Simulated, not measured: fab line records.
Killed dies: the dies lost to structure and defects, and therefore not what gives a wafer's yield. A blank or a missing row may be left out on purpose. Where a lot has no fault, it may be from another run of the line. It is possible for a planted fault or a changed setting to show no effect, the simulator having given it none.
fab line records    flow nand-harc
[record] lots = 6  wafers = 18  last-day = 33
route steps=1302 shown A_CHANNEL_HOLE_D2@580
lots with no fault: from the same line, run without faults
start-h: hours from the record's first day to the start of the lot's first wafer shown    wait-h: how many hours have passed since the lot's step before this one    " repeats the value in the row above    L1.1+2: a single row standing in for several wafers    - no value, or no start given    * or withheld: withheld    < > ~ a bound
route shown NAME@n: NAME is a module with steps in the file, n the number in the route of the first one    usual: mean/standard deviation taken from wafers without a fault    same: alike in all rows    chamber/n: place in a boat    sites: per-site readings    _std_site: the values' standard deviation    _edge_site: mean of outer sites minus mean of inner sites    radius-mm: for every site, how far away it sits from the centre of the wafer    mask NAME#n: copy n    behind: the last tool/chamber to shape the wafer    hold: cause of the lot's hold/its duration in hours/its outcome    device: the n, p or np transistor that did not switch    end of line: the route-end tests of the same wafers    a step with no rows: only its recipe    killed: not the wafer's yield, but the dies lost to structure and defects at the first sort    map: a wafer's dies, marking killed ones x, the rest . and places with no die _
set.NAME: the setting the step ran with; set.NAME@STEP: the setting that earlier step ran with    model.NAME: the simulator's own value behind a step, which no gauge read
lots seen at some steps along the route; tables by step, rows by wafer
services: from which hour (start-h, from the record's first day; less than 0 if before it) a tool's chamber was out of use, for how many hours, and why
[[steps]]
[step NHARC_A_CHANNEL_HOLE_D2_PEB_08]
[recipe] peb-temp-c = 100  peb-time-s = 65
[step NHARC_A_CHANNEL_HOLE_D2_DEVELOP_09]
[recipe] develop-time-s = 35  dev-temp-c = 23
[step NHARC_A_CHANNEL_HOLE_D2_CD_MEAS_10]
[recipe] target-cd-nm = 100  landing-energy-ev = 500
[usual] cd-nm = 99.9/0.7
lot.wafer  tool       chamber  start-h  wait-h  cd-nm
L632.2     cd-sem-03  0        319.40   -       99.3
L632.5     "          0        "        "       99.1
L632.6     "          0        "        "       100.7
L633.3     cd-sem-02  0        346.26   -       100.0
L633.4     "          0        "        "       99.8
L633.5     "          0        "        "       100.8
L642.2     cd-sem-02  0        418.19   -       99.0
L642.5     "          0        "        "       99.1
L642.6     "          0        "        "       99.5
L645.1     cd-sem-02  0        446.37   -       100.1
L645.2     "          0        "        "       100.7
L645.4     "          0        "        "       100.4
L647.1     cd-sem-02  0        467.66   -       100.5
L647.2     "          0        "        "       99.9
L647.3     "          0        "        "       99.8
L653.2     cd-sem-03  0        530.85   -       100.7
L653.5     "          0        "        "       100.3
L653.6     "          0        "        "       100.0
[step NHARC_A_CHANNEL_HOLE_D2_OVL_MEAS_11]
[usual] overlay-x-nm = -0.1/0.82  overlay-y-nm = 0.0/0.95
lot.wafer  tool        chamber  start-h  wait-h  overlay-x-nm  overlay-y-nm
L632.2     overlay-02  -        319.48   -       -0.4          -0.2
L632.5     "           -        "        "       -0.6          -0.2
L632.6     "           -        "        "       -0.8          0.0
L633.3     overlay-02  -        346.35   -       1.0           -1.5
L633.4     "           -        "        "       1.2           -1.5
L633.5     "           -        "        "       1.0           -1.4
L642.2     overlay-01  -        418.28   -       1.2           -0.3
L642.5     "           -        "        "       1.3           0.3
L642.6     "           -        "        "       1.0           -0.5
L645.1     overlay-02  -        446.46   -       0.4           1.2
L645.2     "           -        "        "       0.4           1.2
L645.4     "           -        "        "       0.4           0.8
L647.1     overlay-01  -        467.74   -       1.7           -1.8
L647.2     "           -        "        "       1.7           -1.5
L647.3     "           -        "        "       1.5           -1.6
L653.2     overlay-01  -        530.94   -       -0.1          0.3
L653.5     "           -        "        "       -0.2          0.2
L653.6     "           -        "        "       0.2           0.9
[step NHARC_A_CHANNEL_HOLE_D2_INSPECT_12]
[usual] raw-defect-count = 37/23
lot.wafer  tool               chamber  start-h  wait-h  raw-defect-count
L632.2     defect-inspect-01  -        319.52   0.0     58
L632.5     "                  -        "        "       50
L632.6     "                  -        "        "       53
L633.3     defect-inspect-02  -        346.38   0.0     8
L633.4     "                  -        "        "       5
L633.5     "                  -        "        "       5
L642.2     defect-inspect-02  -        418.32   0.0     9
L642.5     "                  -        "        "       9
L642.6     "                  -        "        "       18
L645.1     defect-inspect-02  -        446.50   0.0     55
L645.2     "                  -        "        "       60
L645.4     "                  -        "        "       53
L647.1     defect-inspect-01  -        467.78   0.0     56
L647.2     "                  -        "        "       41
L647.3     "                  -        "        "       47
L653.2     defect-inspect-02  -        530.98   0.0     1
L653.5     "                  -        "        "       2
L653.6     "                  -        "        "       3
[step NHARC_A_CHANNEL_HOLE_D2_DESCUM_15]
[recipe] time-s = 3  o2-flow-sccm = 200  ar-flow-sccm = 0  bias-power-w = 0  chemistry = O2
[usual] drypump-motor-current-A = 5.7/0.44  oes-product-au = 1.005/0.013  rf-vpp-V = 58.0/0.85  showerhead-plenum-p-Torr = 1.97/0.086  throttle-valve-pct = 11.311/0.0086
lot.wafer  tool         chamber  start-h  wait-h  drypump-motor-current-A  oes-product-au  rf-hours-counter-h  rf-vpp-V  showerhead-plenum-p-Torr  throttle-valve-pct
L632.2     rie-diel-04  2        319.60   0.1     5.8                      0.994           8.5                 57.7      2.02                      11.318
L632.6     "            0        "        "       5.4                      1.007           -                   58.3      2.06                      11.309
L632.5     "            1        "        "       4.7                      0.983           -                   58.6      2.05                      11.318
L633.3     rie-diel-04  0        346.44   0.1     5.4                      1.010           12.3                58.1      2.06                      11.320
L633.4     "            1        "        "       4.7                      0.988           11.0                57.6      2.05                      11.321
L633.5     "            0        "        "       5.4                      1.005           -                   57.9      2.06                      11.332
L642.2     rie-diel-04  3        418.39   0.1     6.3                      0.996           3.5                 58.3      2.03                      11.318
L642.5     "            2        "        "       5.8                      1.009           -                   58.3      2.02                      11.316
L642.6     "            3        "        "       6.3                      1.007           -                   57.1      2.03                      11.308
L645.1     rie-diel-03  1        446.56   0.1     6.2                      0.993           7.8                 57.1      1.81                      11.318
L645.2     "            2        "        "       5.5                      0.979           7.2                 59.0      1.98                      11.304
L645.4     "            0        "        "       5.2                      1.003           7.0                 58.0      2.02                      11.311
L647.2     rie-diel-03  1        467.84   0.1     6.2                      1.017           0                   57.6      1.81                      11.323
L647.3     "            3        "        "       5.7                      1.012           0                   58.8      2.04                      11.310
L647.1     "            0        "        "       5.2                      1.012           0                   57.9      2.02                      11.295
L653.2     rie-diel-03  1        531.04   0.1     6.2                      0.999           4.3                 57.3      1.81                      11.311
L653.6     "            0        "        "       5.2                      0.995           -                   59.1      2.02                      11.309
L653.5     "            1        "        "       6.2                      1.004           -                   58.3      1.81                      11.309
[step NHARC_A_CHANNEL_HOLE_D2_ETCH_38]
[recipe] target-depth-a = 390  over-etch-frac = 0.3  time-s = 65  ion-energy-ev = 80  cf4-flow-sccm = 150  ar-flow-sccm = 0  rf-w = 300  bias-w = 100  chemistry = CF4
[usual] drypump-motor-current-A = 5.7/0.45  oes-product-au = 1.006/0.013  rf-vpp-V = 151.9/1.3  showerhead-plenum-p-Torr = 1.82/0.077  throttle-valve-pct = 13.283/0.009
lot.wafer  tool         chamber  start-h  wait-h  drypump-motor-current-A  oes-product-au  rf-hours-counter-h  rf-vpp-V  showerhead-plenum-p-Torr  throttle-valve-pct
L632.2     rie-diel-04  1        319.67   0.1     4.7                      0.981           8.7                 154.5     1.89                      13.290
L632.5     "            0        "        "       5.4                      1.021           -                   152.6     1.89                      13.274
L632.6     "            1        "        "       4.7                      0.972           -                   151.7     1.89                      13.301
L633.3     rie-diel-04  3        346.53   0.1     6.3                      1.008           11.5                153.2     1.87                      13.282
L633.4     "            2        "        "       5.9                      0.995           10.2                153.3     1.86                      13.285
L633.5     "            3        "        "       6.3                      0.999           -                   152.1     1.87                      13.271
L642.2     rie-diel-04  3        418.46   0.1     6.3                      1.002           3.5                 151.4     1.87                      13.293
L642.5     "            3        "        "       6.3                      1.000           -                   151.4     1.87                      13.276
L642.6     "            0        "        "       5.4                      1.007           -                   153.5     1.89                      13.275
L645.1     rie-diel-03  0        446.65   0.1     5.2                      1.008           7.0                 152.0     1.86                      13.269
L645.4     "            1        "        "       6.2                      0.994           7.8                 151.1     1.68                      13.283
L645.2     "            3        "        "       5.7                      0.994           6.6                 154.2     1.88                      13.293
L647.1     rie-diel-03  2        467.93   0.1     5.5                      1.000           0.0                 152.0     1.83                      13.274
L647.2     "            3        "        "       5.6                      1.005           0.0                 152.9     1.88                      13.280
L647.3     "            0        "        "       5.2                      1.003           0.0                 151.3     1.86                      13.285
L653.2     rie-diel-03  3        531.13   0.1     5.6                      1.002           3.9                 150.6     1.88                      13.292
L653.5     "            2        "        "       5.5                      1.005           -                   151.3     1.83                      13.293
L653.6     "            3        "        "       5.6                      0.988           -                   153.8     1.88                      13.286
[step NHARC_A_CHANNEL_HOLE_D2_ETCH_39]
[recipe] target-depth-a = 2600  over-etch-frac = 0.3  time-s = 325  ion-energy-ev = 200  n2-flow-sccm = 150  h2-flow-sccm = 150  ar-flow-sccm = 0  rf-w = 400  bias-w = 150  chemistry = N2/H2
[step NHARC_A_CHANNEL_HOLE_D2_ETCH_34]
[recipe] target-depth-a = 1540  time-s = 77  cf4-flow-sccm = 100  chf3-flow-sccm = 30  ar-flow-sccm = 0  rf-w = 500  bias-w = 200  chemistry = CF4/CHF3
[step NHARC_A_CHANNEL_HOLE_D2_ETCH_16]
[recipe] target-depth-a = 31000  over-etch-frac = 0.3  time-s = 806  ion-energy-ev = 150  o2-flow-sccm = 400  cos-flow-sccm = 20  ar-flow-sccm = 0  rf-w = 500  bias-w = 300  chemistry = O2/COS
[step NHARC_A_CHANNEL_HOLE_D2_CD_MEAS_18]
[usual] cd-nm = 99/3
lot.wafer  tool       chamber  start-h  wait-h  cd-nm
L632.2     cd-sem-03  -        320.68   -       104
L632.5     "          -        "        "       101
L632.6     "          -        "        "       104
L633.3     cd-sem-02  -        347.56   -       105
L633.4     "          -        "        "       98
L633.5     "          -        "        "       104
L642.2     cd-sem-01  -        419.49   -       94
L642.5     "          -        "        "       99
L642.6     "          -        "        "       101
L645.1     cd-sem-03  -        447.67   -       98
L645.2     "          -        "        "       96
L645.4     "          -        "        "       98
L647.1     cd-sem-02  -        468.95   -       102
L647.2     "          -        "        "       101
L647.3     "          -        "        "       98
L653.2     cd-sem-03  -        532.15   -       101
L653.5     "          -        "        "       97
L653.6     "          -        "        "       96
[step NHARC_A_CHANNEL_HOLE_D2_ETCH_19]
[recipe] bias-v = 1200  source-w = 2500  pressure-mtorr = 15  time-s = 34.5  ar-flow-sccm = 375  c4f8-flow-sccm = 28.8  o2-flow-sccm = 96.2  temp-c = -20  target-depth-a = *  chemistry = C4F8/O2/Ar
[usual] drypump-motor-current-A = 5.27/0.2  oes-air-line-au = 0.999/0.019  showerhead-plenum-p-Torr = 3.73/0.16  temp-c = -20.01/0.1  throttle-valve-pct = 37.037/0.0089
lot.wafer  tool         chamber  start-h  wait-h  drypump-motor-current-A  oes-air-line-au  rf-hours-counter-h  showerhead-plenum-p-Torr  temp-c  throttle-valve-pct
L632.2     har-etch-02  1        320.76   0.1     5.26                     1.008            363                 3.56                      -19.96  37.063
L632.6     "            1        "        "       5.28                     1.018            -                   3.56                      -20.02  37.042
L632.5     "            0        "        "       5.49                     0.963            -                   3.64                      -19.96  37.029
L633.3     har-etch-02  1        347.66   0.1     5.26                     1.004            -                   3.56                      -20.03  37.031
L633.4     "            0        "        "       5.43                     1.017            -                   3.63                      -19.88  37.047
L633.5     "            1        "        "       5.27                     0.985            -                   3.56                      -20.25  37.026
L642.2     har-etch-01  0        419.56   0.1     5.42                     1.008            229                 3.60                      -20.04  37.031
L642.6     "            0        "        "       5.39                     0.994            -                   3.60                      -20.14  37.038
L642.5     "            1        "        "       4.94                     1.034            -                   3.70                      -20.09  37.043
L645.2     har-etch-01  0        448.81   1.1     5.44                     1.021            244                 3.59                      -20.06  37.040
L645.1     "            1        "        "       4.98                     1.003            244                 3.69                      -19.80  37.003
L645.4     "            0        "        "       5.42                     1.019            -                   3.59                      -19.96  37.043
L647.1     har-etch-01  1        471.69   2.7     4.94                     0.982            260                 3.68                      -19.76  37.034
L647.2     "            0        "        "       5.39                     1.012            260                 3.58                      -20.01  37.035
L647.3     "            0        "        "       5.40                     0.980            -                   3.58                      -19.92  37.035
L653.2     har-etch-02  1        532.24   0.1     5.25                     1.011            80                  3.94                      -20.17  37.031
L653.5     "            0        "        "       5.47                     1.016            -                   3.94                      -20.17  37.043
L653.6     "            1        "        "       5.25                     0.981            -                   3.94                      -19.99  37.024
[step NHARC_A_CHANNEL_HOLE_D2_ETCH_20]
[recipe] bias-v = 3000  source-w = withheld  pressure-mtorr = 20  time-s = 361.9  ar-flow-sccm = 375  c4f8-flow-sccm = 89.3  o2-flow-sccm = 35.7  temp-c = -20  target-depth-a = 16000  chemistry = C4F8/O2/Ar
[usual] drypump-motor-current-A = 5.27/0.2  oes-air-line-au = 1.002/0.022  showerhead-plenum-p-Torr = 3.69/0.15  temp-c = -20.00/0.11  throttle-valve-pct = 32.154/0.0092
lot.wafer  tool         chamber  start-h  wait-h  drypump-motor-current-A  oes-air-line-au  rf-hours-counter-h  showerhead-plenum-p-Torr  temp-c  throttle-valve-pct
L632.2     har-etch-02  1        320.87   0.1     5.26                     1.005            363                 3.53                      -20.00  32.172
L632.6     "            1        "        "       5.24                     0.990            -                   3.53                      -20.00  32.149
L632.5     "            0        "        "       5.48                     1.049            -                   3.60                      -19.95  32.144
L633.3     har-etch-02  1        347.84   0.2     5.27                     0.978            -                   3.52                      -20.03  32.162
L633.4     "            0        "        "       5.46                     1.006            -                   3.59                      -20.12  32.136
L633.5     "            1        "        "       5.28                     0.983            -                   3.52                      -20.03  32.166
L642.2     har-etch-01  0        419.67   0.1     5.40                     0.974            229                 3.56                      -20.04  32.135
L642.6     "            0        "        "       5.41                     0.986            -                   3.56                      -19.97  32.139
L642.5     "            1        "        "       4.92                     1.020            -                   3.66                      -20.08  32.149
L645.2     har-etch-01  0        448.92   0.1     5.45                     1.010            244                 3.55                      -19.96  32.165
L645.1     "            1        "        "       4.95                     1.031            244                 3.65                      -20.16  32.159
L645.4     "            0        "        "       5.40                     1.027            -                   3.55                      -20.01  32.143
L647.1     har-etch-01  1        471.80   0.1     4.96                     0.972            260                 3.64                      -19.96  32.145
L647.2     "            0        "        "       5.40                     1.021            260                 3.54                      -20.17  32.162
L647.3     "            0        "        "       5.41                     1.030            -                   3.54                      -20.13  32.140
L653.2     har-etch-02  1        532.39   0.1     5.30                     1.001            80                  3.89                      -19.96  32.159
L653.5     "            0        "        "       5.46                     1.021            -                   3.89                      -20.02  32.142
L653.6     "            1        "        "       5.28                     0.996            -                   3.89                      -19.95  32.156
[step NHARC_A_CHANNEL_HOLE_D2_ETCH_21]
[recipe] bias-v = 3000  source-w = withheld  pressure-mtorr = 20  time-s = 514.3  ar-flow-sccm = 375  c4f8-flow-sccm = 89.3  o2-flow-sccm = 35.7  temp-c = -20  target-depth-a = 16000  chemistry = C4F8/O2/Ar
[step NHARC_A_CHANNEL_HOLE_D2_ETCH_22]
[recipe] bias-v = 3000  source-w = withheld  pressure-mtorr = 20  time-s = 666.7  ar-flow-sccm = 375  c4f8-flow-sccm = 89.3  o2-flow-sccm = 35.7  temp-c = -20  target-depth-a = 16000  chemistry = C4F8/O2/Ar
[step NHARC_A_CHANNEL_HOLE_D2_ETCH_23]
[recipe] bias-v = 5000  source-w = withheld  pressure-mtorr = 20  time-s = 819  ar-flow-sccm = 375  c4f8-flow-sccm = 89.3  o2-flow-sccm = 35.7  temp-c = -20  target-depth-a = 16000  chemistry = C4F8/O2/Ar
[step NHARC_A_CHANNEL_HOLE_D2_ETCH_24]
[recipe] bias-v = 5000  source-w = withheld  pressure-mtorr = 20  time-s = 906.2  ar-flow-sccm = 375  c4f8-flow-sccm = 93.8  o2-flow-sccm = 31.2  temp-c = -20  target-depth-a = 15000  chemistry = C4F8/O2/Ar
[step NHARC_A_CHANNEL_HOLE_D2_ETCH_25]
[recipe] bias-v = 5000  source-w = withheld  pressure-mtorr = 20  time-s = 1040.2  ar-flow-sccm = 375  c4f8-flow-sccm = 93.8  o2-flow-sccm = 31.2  temp-c = -20  target-depth-a = 15000  chemistry = C4F8/O2/Ar
[step NHARC_A_CHANNEL_HOLE_D2_ETCH_26]
[recipe] bias-v = 300  source-w = 2000  pressure-mtorr = 30  time-s = 224.1  ar-flow-sccm = 375  c4f8-flow-sccm = 11.4  o2-flow-sccm = 113.6  temp-c = -20  target-depth-a = 3000  chemistry = C4F8/O2/Ar
[usual] drypump-motor-current-A = 5.27/0.2  oes-air-line-au = 0.999/0.019  showerhead-plenum-p-Torr = 3.73/0.16  temp-c = -20.00/0.1  throttle-valve-pct = 24.583/0.0094
lot.wafer  tool         chamber  start-h  wait-h  drypump-motor-current-A  oes-air-line-au  rf-hours-counter-h  showerhead-plenum-p-Torr  temp-c  throttle-valve-pct
L632.2     har-etch-02  1        324.52   0.7     5.25                     1.010            367                 3.56                      -19.80  24.568
L632.6     "            1        "        "       5.26                     0.995            -                   3.56                      -19.91  24.597
L632.5     "            0        "        "       5.46                     0.997            -                   3.64                      -19.95  24.572
L633.3     har-etch-02  1        351.46   0.5     5.26                     1.011            -                   3.56                      -20.07  24.569
L633.4     "            0        "        "       5.43                     0.991            -                   3.63                      -20.25  24.585
L633.5     "            1        "        "       5.27                     1.025            -                   3.56                      -20.05  24.587
L642.2     har-etch-01  0        423.32   0.7     5.39                     0.968            233                 3.59                      -19.89  24.576
L642.6     "            0        "        "       5.41                     0.986            -                   3.60                      -19.86  24.594
L642.5     "            1        "        "       4.95                     0.986            -                   3.70                      -19.94  24.571
L645.2     har-etch-01  0        452.58   0.7     5.41                     1.004            248                 3.59                      -19.98  24.581
L645.1     "            1        "        "       4.94                     0.997            248                 3.69                      -19.82  24.589
L645.4     "            0        "        "       5.45                     1.016            -                   3.59                      -20.04  24.597
L647.1     har-etch-01  1        475.46   0.7     4.94                     1.032            263                 3.68                      -20.12  24.583
L647.2     "            0        "        "       5.37                     1.000            263                 3.58                      -19.92  24.579
L647.3     "            0        "        "       5.41                     1.012            -                   3.58                      -19.95  24.579
L653.2     har-etch-02  1        536.05   0.6     5.27                     0.998            83                  3.94                      -19.95  24.569
L653.5     "            0        "        "       5.42                     0.988            -                   3.94                      -19.94  24.595
L653.6     "            1        "        "       5.25                     1.014            -                   3.94                      -19.95  24.595
[step NHARC_A_CHANNEL_HOLE_D2_ETCH_27]
[recipe] bias-v = 400  source-w = 2000  pressure-mtorr = 25  time-s = 90  ar-flow-sccm = 375  c4f8-flow-sccm = 41.7  o2-flow-sccm = 83.3  temp-c = -20  target-depth-a = 4000  chemistry = C4F8/O2/Ar
[usual] drypump-motor-current-A = 5.27/0.2  oes-air-line-au = 0.998/0.02  showerhead-plenum-p-Torr = 3.72/0.15  temp-c = -20.03/0.1  throttle-valve-pct = 27.619/0.01
lot.wafer  tool         chamber  start-h  wait-h  drypump-motor-current-A  oes-air-line-au  rf-hours-counter-h  showerhead-plenum-p-Torr  temp-c  throttle-valve-pct
L632.2     har-etch-02  1        324.72   0.2     5.25                     0.992            367                 3.56                      -20.07  27.599
L632.6     "            1        "        "       5.23                     0.993            -                   3.56                      -20.01  27.621
L632.5     "            0        "        "       5.45                     1.006            -                   3.63                      -20.01  27.623
L633.3     har-etch-02  1        351.65   0.2     5.26                     0.969            -                   3.55                      -20.06  27.628
L633.4     "            0        "        "       5.45                     0.976            -                   3.63                      -19.90  27.638
L633.5     "            1        "        "       5.30                     0.985            -                   3.55                      -19.93  27.626
L642.2     har-etch-01  0        423.52   0.2     5.39                     0.983            233                 3.59                      -20.14  27.610
L642.6     "            0        "        "       5.40                     0.982            -                   3.59                      -20.12  27.621
L642.5     "            1        "        "       4.94                     0.992            -                   3.69                      -19.96  27.640
L645.2     har-etch-01  0        452.78   0.2     5.43                     0.981            248                 3.58                      -20.08  27.618
L645.1     "            1        "        "       4.94                     0.989            248                 3.68                      -19.92  27.609
L645.4     "            0        "        "       5.43                     0.994            -                   3.58                      -20.10  27.619
L647.1     har-etch-01  1        475.66   0.2     4.96                     0.997            263                 3.67                      -20.12  27.620
L647.2     "            0        "        "       5.44                     0.995            263                 3.58                      -19.71  27.640
L647.3     "            0        "        "       5.42                     0.987            -                   3.58                      -19.79  27.606
L653.2     har-etch-02  1        536.25   0.2     5.28                     1.001            83                  3.93                      -20.00  27.615
L653.5     "            0        "        "       5.46                     0.985            -                   3.93                      -19.93  27.610
L653.6     "            1        "        "       5.27                     0.978            -                   3.93                      -19.97  27.619
[step NHARC_A_CHANNEL_HOLE_D2_STRIP_41]
[recipe] n2-flow-sccm = 150  h2-flow-sccm = 150  ar-flow-sccm = 0  bias-w = 0  chemistry = N2/H2
[step NHARC_A_CHANNEL_HOLE_D2_STRIP_42]
[recipe] cf4-flow-sccm = 100  chf3-flow-sccm = 30  ar-flow-sccm = 0  bias-w = 0  chemistry = CF4/CHF3
[step NHARC_A_CHANNEL_HOLE_D2_STRIP_43]
[recipe] o2-flow-sccm = 400  cos-flow-sccm = 20  ar-flow-sccm = 0  bias-w = 0  chemistry = O2/COS
[step NHARC_A_CHANNEL_HOLE_D2_ETCH_44]
[recipe] target-depth-a = 1400  overetch-a = 140  time-s = 77  ion-energy-ev = 100  cf4-flow-sccm = 80  o2-flow-sccm = 20  ar-flow-sccm = 0  rf-w = 300  bias-w = 100  chemistry = CF4/O2
[step NHARC_A_CHANNEL_HOLE_D2_STRIP_28]
[recipe] o2-flow-sccm = 500  ar-flow-sccm = 0  bias-w = 0  chemistry = O2
[step NHARC_A_CHANNEL_HOLE_D2_PRECLEAN_29]
[recipe] time-s = *  temp-c = 50  bath-age-min = 0  chemistry = SC1
[step NHARC_A_CHANNEL_HOLE_D2_SRD_30]
[step NHARC_A_CHANNEL_HOLE_D2_CD_MEAS_31]
[usual] cd-nm = 90.3/2
lot.wafer  tool       chamber  start-h  wait-h  cd-nm
L632.2     cd-sem-01  -        326.28   -       91.9
L632.5     "          -        "        "       90.2
L632.6     "          -        "        "       90.9
L633.3     cd-sem-01  -        353.15   -       92.3
L633.4     "          -        "        "       90.5
L633.5     "          -        "        "       94.5
L642.2     cd-sem-01  -        425.09   0.1     93.0
L642.5     "          -        "        "       90.0
L642.6     "          -        "        "       92.8
L645.1     cd-sem-01  -        454.32   -       92.1
L645.2     "          -        "        "       90.2
L645.4     "          -        "        "       90.5
L647.1     cd-sem-03  -        477.21   -       86.2
L647.2     "          -        "        "       92.7
L647.3     "          -        "        "       90.1
L653.2     cd-sem-03  -        537.76   -       89.1
L653.5     "          -        "        "       90.3
L653.6     "          -        "        "       91.6
[step NHARC_A_CHANNEL_HOLE_D2_XSEM_32]
[recipe] landing-energy-ev = 35000
[usual] bot-cd-nm = 74.9/2.2  bow-nm = 8.6/0.31  tilt-deg = 0.07/0.036
lot.wafer  tool     chamber  start-h  wait-h  bot-cd-nm  bow-nm  tilt-deg
L632.2     xsem-01  0        326.36   0.1     76.8       9.6     0.11
L632.5     "        0        "        "       75.1       9.6     0.11
L632.6     "        0        "        "       75.1       9.5     0.11
L632.2     xsem-01  0        -        -       76.4       -       0.01
L632.5     "        0        "        "       74.2       -       0.01
L632.6     "        0        "        "       74.9       -       0.01
L633.3     xsem-01  0        353.23   0.1     76.5       9.3     0.00
L633.4     "        0        "        "       75.2       9.2     0.00
L633.5     "        0        "        "       78.4       9.1     0.00
L633.3     xsem-01  0        -        -       77.7       -       0.00
L633.4     "        0        "        "       75.1       -       0.00
L633.5     "        0        "        "       78.7       -       0.00
L642.2     xsem-01  0        425.18   0.1     77.5       8.5     0.04
L642.5     "        0        "        "       75.3       8.5     0.04
L642.6     "        0        "        "       77.2       8.4     0.04
L645.1     xsem-02  0        454.41   0.1     76.1       8.7     0.04
L645.2     "        0        "        "       75.1       8.7     0.04
L645.4     "        0        "        "       75.5       8.7     0.04
L647.1     xsem-01  0        477.30   0.1     71.3       8.3     0.06
L647.2     "        0        "        "       78.1       8.3     0.06
L647.3     "        0        "        "       75.0       8.3     0.06
L653.2     xsem-02  0        537.85   0.1     73.4       8.3     0.06
L653.5     "        0        "        "       74.3       8.4     0.06
L653.6     "        0        "        "       75.9       8.4     0.06
[[services]]
tool         chamber  start-h  hours  kind
rie-diel-04  0        309.43   -      clean
rie-diel-04  1        309.43   -      clean
rie-diel-04  2        309.43   -      clean
rie-diel-04  3        309.43   -      clean
rie-diel-03  0        314.80   -      clean
rie-diel-03  1        314.80   -      clean
rie-diel-03  2        314.80   -      clean
xsem-02      -        316.04   1.2    repair
rie-diel-03  0        342.98   6.5    repair
xsem-02      -        348.32   1.1    repair
rie-diel-04  -        354.90   9.0    pm
xsem-01      -        374.00   14.0   pm
har-etch-02  -        377.36   17.0   pm
har-etch-02  0        377.36   17.0   vent-cycle
har-etch-02  1        377.36   17.0   vent-cycle
har-etch-02  0        394.36   -      clean
har-etch-02  0        394.36   -      consumable-replace:esc
har-etch-02  0        394.36   -      consumable-replace:focus-ring
har-etch-02  0        394.36   -      consumable-replace:showerhead
har-etch-02  1        394.36   -      clean
har-etch-02  1        394.36   -      consumable-replace:focus-ring
har-etch-02  1        394.36   -      consumable-replace:showerhead
rie-diel-03  -        458.30   9.0    pm
rie-diel-04  -        531.90   9.0    pm
[[key]]
[first-sign] step = NHARC_A_CHANNEL_HOLE_D2_XSEM_32  reading = visit  direction = added
[effect] step = NHARC_A_CHANNEL_HOLE_D2_XSEM_32  reading = bow-nm  direction = up  sigmas = 2.5  usual = 8.6  struck = 9.4
met-at NHARC_A_CHANNEL_HOLE_D2_ETCH_20
struck-wafers L632.2,L632.5,L632.6,L633.3,L633.4,L633.5
scrapped-behind NHARC_A_CHANNEL_HOLE_D2_XSEM_32 L632.2,L632.5,L632.6,L633.3,L633.4,L633.5
[fault] kind = process-parameter-drift  tool = har-etch-02  chamber = -  onset-h = 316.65  steps = NHARC_A_CHANNEL_HOLE_D2_ETCH_20  channel = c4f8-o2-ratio  offset = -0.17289  shape = step  end-h = 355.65  acts-in = these-recipes-only  stated = 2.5
